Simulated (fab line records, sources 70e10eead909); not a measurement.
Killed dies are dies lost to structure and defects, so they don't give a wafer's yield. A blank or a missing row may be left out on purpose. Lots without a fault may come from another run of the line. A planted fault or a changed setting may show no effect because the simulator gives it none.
Which tool did it? | flow nand_harc | 13 lots, 39 wafers sampled, at 5 steps of a route of 1159

WHAT THE GAUGES READ, wafer by wafer
NHARC_END_SORT_01. Usual: killed_at_array 28, standard deviation 11; killed_at_other 0.5, standard deviation 0.85; killed_at_periphery 2.7, standard deviation 1.9; killed_dies 32, standard deviation 12; killed_open 3.3, standard deviation 1.6; killed_short 2.1, standard deviation 1.5.
lot  | measured     | on        | killed_at_array | killed_at_other | killed_at_periphery | killed_dies | killed_open | killed_short | flag
L491 | day 23 20:25 | prober-01 | 51 346 32       | 0 0 1           | 4 2 2               | 55 348 35   | 6 4 2       | 2 1 4        | OFF
L495 | day 24 04:55 | prober-02 | 325 262 37      | 1 0 0           | 3 1 3               | 329 263 40  | 2 4 4       | 0 3 2        | OFF

WHICH TOOL RAN EACH LOT (tool, then ch and the chambers of the sampled wafers, then the start)
lot  | NHARC_A_STAIRCASE_ETCH_223                    | NHARC_A_STAIRCASE_ETCH_225         | NHARC_A_STAIRCASE_ETCH_227                    | NHARC_A_STAIRCASE_ETCH_232
L480 | rie_diel-03 ch 1,3, day 11 10:38 or earlier   | rie_diel-03 ch 0,1,3, day 11 10:38 | rie_diel-03 ch 0,3, no start                  | rie_diel-02 ch 0,1,3, no start
L478 | rie_diel-03 ch 0,1, day 11 11:11 or earlier   | rie_diel-03 ch 0,3, day 11 11:11   | rie_diel-03 ch 0,3, no start                  | rie_diel-03 ch 0,1,2, no start
L482 | rie_diel-03 ch 0,3, day 12 04:41 or earlier   | rie_diel-03 ch 0,2,3, day 12 04:41 | rie_diel-03 ch 0,3, no start                  | rie_diel-03 ch 0,2,3, no start
L481 | rie_diel-02 ch 0,1,3, day 12 04:53 or earlier | rie_diel-02 ch 0,2,3, day 12 04:53 | rie_diel-02 ch 0,1,2, no start                | rie_diel-11 ch 1,2, no start
L486 | rie_diel-02 ch 0,2,3, day 13 06:40 or earlier | rie_diel-02 ch 0,1,2, day 13 06:40 | rie_diel-02 ch 0,2,3, no start                | rie_diel-02 ch 0,1,3, no start
L487 | rie_diel-11 ch 0,1,3, day 13 06:58 or earlier | rie_diel-11 ch 1,2,3, day 13 06:58 | rie_diel-11 ch 1,2,3, no start                | rie_diel-11 ch 0,2, no start
L488 | rie_diel-11 ch 0,1,2, day 13 12:38 or earlier | rie_diel-11 ch 1,2,3, day 13 12:38 | rie_diel-11 ch 0,1, no start                  | rie_diel-11 ch 0,1,2, no start
L492 | rie_diel-03 ch 0,1,2, day 14 11:28 or earlier | rie_diel-03 ch 0,1,3, day 14 11:28 | rie_diel-03 ch 0,1,2, no start                | rie_diel-03 ch 0,2,3, no start
L489 | rie_diel-03 ch 0,1,3, day 14 15:40 or earlier | rie_diel-03 ch 0,2,3, day 14 15:40 | rie_diel-03 ch 1,2,3, no start                | rie_diel-03 ch 0,1,2, no start
L491 | rie_diel-03 ch 0,1,2, day 15 08:01 or earlier | rie_diel-03 ch 1,2,3, day 15 08:01 | rie_diel-03 ch 0,1,3, day 23 20:25 or earlier | rie_diel-03 ch 1,2,3, day 23 20:25 or earlier
L495 | rie_diel-03 ch 0,1,3, day 15 10:54 or earlier | rie_diel-03 ch 1,3, day 15 10:54   | rie_diel-03 ch 0,1,3, day 24 04:55 or earlier | rie_diel-02 ch 1,2,3, day 24 04:55 or earlier
L500 | rie_diel-11 ch 0,1,3, day 16 23:10 or earlier | rie_diel-11 ch 0,1,2, day 16 23:10 | rie_diel-11 ch 0,2,3, no start                | rie_diel-02 ch 0,2,3, no start
L501 | rie_diel-02 ch 0,1,2, day 17 06:29 or earlier | rie_diel-02 ch 0,1,3, day 17 06:29 | rie_diel-02 ch 1,2,3, no start                | rie_diel-02 ch 0,1,3, no start
- NHARC_A_STAIRCASE_ETCH_223: etches the open film in C4F8/O2, target depth 100 nm, time 40.5 s.
- NHARC_A_STAIRCASE_ETCH_225: etches the open film in C4F8/O2, target depth 100 nm, time 40.5 s.
- NHARC_A_STAIRCASE_ETCH_227: etches the open film in C4F8/O2, target depth 100 nm, time 40.5 s.
- NHARC_A_STAIRCASE_ETCH_232: etches the open film in C4F8/O2, target depth 100 nm, time 40.5 s.

WHAT THE TOOLS THEMSELVES READ (means of the sampled wafers that have a number; where no wafer has one, the mark that the record gives instead)
NHARC_A_STAIRCASE_ETCH_223. Usual: oes_product_au 0.938 a.u., standard deviation 0.01; rf_vpp_V 896 V, standard deviation 5; run_length_s 61.9 s, standard deviation 0.37.
lot  | tool        | oes_product_au (a.u.) | rf_vpp_V (V) | run_length_s (s) | flag
L480 | rie_diel-03 | 0.933                 | 894          | 61.5             |
L478 | rie_diel-03 | 0.938                 | 895          | 61.4             |
L482 | rie_diel-03 | 0.929                 | 893          | 61.5             |
L481 | rie_diel-02 | 0.939                 | 889          | 62.1             |
L486 | rie_diel-02 | 0.930                 | 892          | 62.1             |
L487 | rie_diel-11 | 0.939                 | 898          | 61.9             |
L488 | rie_diel-11 | 0.943                 | 899          | 61.9             |
L492 | rie_diel-03 | 0.940                 | 897          | 61.8             |
L489 | rie_diel-03 | 0.935                 | 894          | 61.5             |
L491 | rie_diel-03 | 0.935                 | 897          | 61.6             |
L495 | rie_diel-03 | 0.943                 | 894          | 61.7             |
L500 | rie_diel-11 | 0.943                 | 897          | 62.2             |
L501 | rie_diel-02 | 0.951                 | 897          | 61.7             |

NHARC_A_STAIRCASE_ETCH_225. Usual: oes_product_au 0.940 a.u., standard deviation 0.012; rf_vpp_V 896 V, standard deviation 5; run_length_s 61.9 s, standard deviation 0.37.
lot  | tool        | oes_product_au (a.u.) | rf_vpp_V (V) | run_length_s (s) | flag
L480 | rie_diel-03 | 0.933                 | 895          | 61.4             |
L478 | rie_diel-03 | 0.942                 | 895          | 61.4             |
L482 | rie_diel-03 | 0.935                 | 896          | 61.6             |
L481 | rie_diel-02 | 0.959                 | 891          | 61.9             |
L486 | rie_diel-02 | 0.934                 | 891          | 61.9             |
L487 | rie_diel-11 | 0.951                 | 899          | 61.9             |
L488 | rie_diel-11 | 0.945                 | 899          | 62.1             |
L492 | rie_diel-03 | 0.933                 | 895          | 61.9             |
L489 | rie_diel-03 | 0.929                 | 896          | 61.7             |
L491 | rie_diel-03 | 0.936                 | 896          | 58.5             | OFF
L495 | rie_diel-03 | 0.913                 | 893          | 55.0             | OFF
L500 | rie_diel-11 | 0.952                 | 898          | 62.0             |
L501 | rie_diel-02 | 0.945                 | 901          | 61.9             |

NHARC_A_STAIRCASE_ETCH_227. Usual: oes_product_au 0.944 a.u., standard deviation 0.011; rf_vpp_V 896 V, standard deviation 5.1; run_length_s 61.8 s, standard deviation 0.4.
lot  | tool        | oes_product_au (a.u.) | rf_vpp_V (V) | run_length_s (s) | flag
L480 | rie_diel-03 | 0.926                 | 893          | 61.5             |
L478 | rie_diel-03 | 0.947                 | 894          | 61.6             |
L482 | rie_diel-03 | 0.944                 | 894          | 61.7             |
L481 | rie_diel-02 | 0.959                 | 892          | 61.9             |
L486 | rie_diel-02 | 0.937                 | 891          | 62.0             |
L487 | rie_diel-11 | 0.950                 | 899          | 62.0             |
L488 | rie_diel-11 | 0.941                 | 898          | 62.0             |
L492 | rie_diel-03 | 0.930                 | 898          | 61.6             |
L489 | rie_diel-03 | 0.936                 | 896          | 61.5             |
L491 | rie_diel-03 | 0.944                 | 894          | 61.3             |
L495 | rie_diel-03 | 0.942                 | 895          | 61.6             |
L500 | rie_diel-11 | 0.947                 | 898          | 61.8             |
L501 | rie_diel-02 | 0.952                 | 901          | 61.9             |

NHARC_A_STAIRCASE_ETCH_232. Usual: oes_product_au 0.947 a.u., standard deviation 0.013; rf_vpp_V 896 V, standard deviation 5.3; run_length_s 61.9 s, standard deviation 0.39.
lot  | tool        | oes_product_au (a.u.) | rf_vpp_V (V) | run_length_s (s) | flag
L480 | rie_diel-02 | 0.948                 | 889          | 62.4             |
L478 | rie_diel-03 | 0.943                 | 898          | 61.6             |
L482 | rie_diel-03 | 0.953                 | 897          | 61.6             |
L481 | rie_diel-11 | 0.958                 | 900          | 62.0             |
L486 | rie_diel-02 | 0.944                 | 889          | 62.3             |
L487 | rie_diel-11 | 0.950                 | 898          | 62.2             |
L488 | rie_diel-11 | 0.945                 | 899          | 62.1             |
L492 | rie_diel-03 | 0.928                 | 895          | 61.7             |
L489 | rie_diel-03 | 0.935                 | 899          | 62.0             |
L491 | rie_diel-03 | 0.944                 | 897          | 61.9             |
L495 | rie_diel-02 | 0.962                 | 901          | 61.9             |
L500 | rie_diel-02 | 0.959                 | 896          | 62.0             |
L501 | rie_diel-02 | 0.949                 | 901          | 62.2             |

THE ANSWER, worked out from the rows above alone
Rule: a lot is off if the mean of its wafers that have a number lies more than 3 standard deviations from the usual mean. A lot without any number at a reading at which 4 lots or more have one is off too. The other lots that the step has rows for count as sound. The gauges are gone through in route order, then the tools' own readings, and for those a lot's mean is taken as printed above. The first step at which some lot is off is used, and at that step the reading that is off furthest; a lot without a number counts as furthest.
Off: L491, L495, at NHARC_END_SORT_01 (killed_at_array). Neither off nor sound, because the step has no rows for them: L480, L478, L482, L481, L486, L487, L488, L492, L489, L500, L501.
A tool fits if, at a process step before that reading, it ran every lot that is off, and no sound lot after the first of them. The gauges at NHARC_END_SORT_01 aren't tried: what is off there is off at NHARC_A_STAIRCASE_ETCH_225 too, on other tools, and a gauge's error can't cause that. NHARC_A_STAIRCASE_ETCH_223 gives no start for some lots, so the hours and the order of its lots are those of NHARC_A_STAIRCASE_ETCH_225. NHARC_A_STAIRCASE_ETCH_227 gives no start for some lots, so the hours and the order of its lots are those of NHARC_END_SORT_01. NHARC_A_STAIRCASE_ETCH_232 gives no start for some lots, so the hours and the order of its lots are those of NHARC_END_SORT_01. One fits: rie_diel-03 at NHARC_A_STAIRCASE_ETCH_223 and NHARC_A_STAIRCASE_ETCH_225 and NHARC_A_STAIRCASE_ETCH_227. It ran no sound lot before its first lot that is off in this sample, so the start can't be narrowed down.

WHAT THE SIMULATOR HAD PUT IN
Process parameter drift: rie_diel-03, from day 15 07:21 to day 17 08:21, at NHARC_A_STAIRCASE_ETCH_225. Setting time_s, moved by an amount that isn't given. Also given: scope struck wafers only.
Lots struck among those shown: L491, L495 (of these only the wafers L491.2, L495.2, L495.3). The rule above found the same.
